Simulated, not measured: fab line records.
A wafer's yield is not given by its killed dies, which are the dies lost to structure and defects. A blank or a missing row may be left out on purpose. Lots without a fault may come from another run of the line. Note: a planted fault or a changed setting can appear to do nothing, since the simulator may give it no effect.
Chamber matching ; flow n5_finfet ; N5_BEOL_M2_CMP_52 on cmp-01 has 4 sister chambers
The step polishes, stops on SiOC, t overpolish 6.8 s, target thk 40 nm. 4 wafers are shown with their chamber, then 9 later ones without.

== WAFERS PAIRED WITH THEIR CHAMBERS ==
wafer;chamber;motor_current_A (A)
L077.6;0;6.6
L087.1;1;5.7
L087.2;3;5.6
L087.4;2;6.5

== WAFERS WITHOUT THEIR CHAMBER ==
wafer;motor_current_A (A)
L089.2;5.5
L089.3;6.3
L089.6;6.3
L093.1;6.3
L093.5;5.6
L093.6;6.1
L094.2;5.5
L094.3;5.5
L094.5;6.4

== EACH ONE'S CHAMBER ==
wafer;from the rows above;in truth
L089.2;can't be placed: 3 or 1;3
L089.3;can't be placed: 2 or 0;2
L089.6;can't be placed: 2 or 0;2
L093.1;can't be placed: 2 or 0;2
L093.5;can't be placed: 3 or 1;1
L093.6;can't be placed: 1 or 2 or 0 or 3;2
L094.2;can't be placed: 3 or 1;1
L094.3;can't be placed: 3 or 1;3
L094.5;can't be placed: 2 or 0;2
Correct placement for 0 of the 9. Not placeable from these rows: 9 (in 9, the candidates include the true chamber). Wrongly placed: 0.
How it was worked out, from the rows above alone: a wafer's distance from a chamber is the root of the sum, over the readings, of the square of ((its reading less the chamber's mean) divided by the reading's scatter). If the next closest chamber is less than 2 further off than the closest, the wafer can't be placed; otherwise it belongs to the closest. The mean given for a chamber averages the wafers shown for that chamber. The scatter (one wafer shown for each chamber): square how far every hidden wafer sits from the nearest shown wafer, average those squares and take the square root.
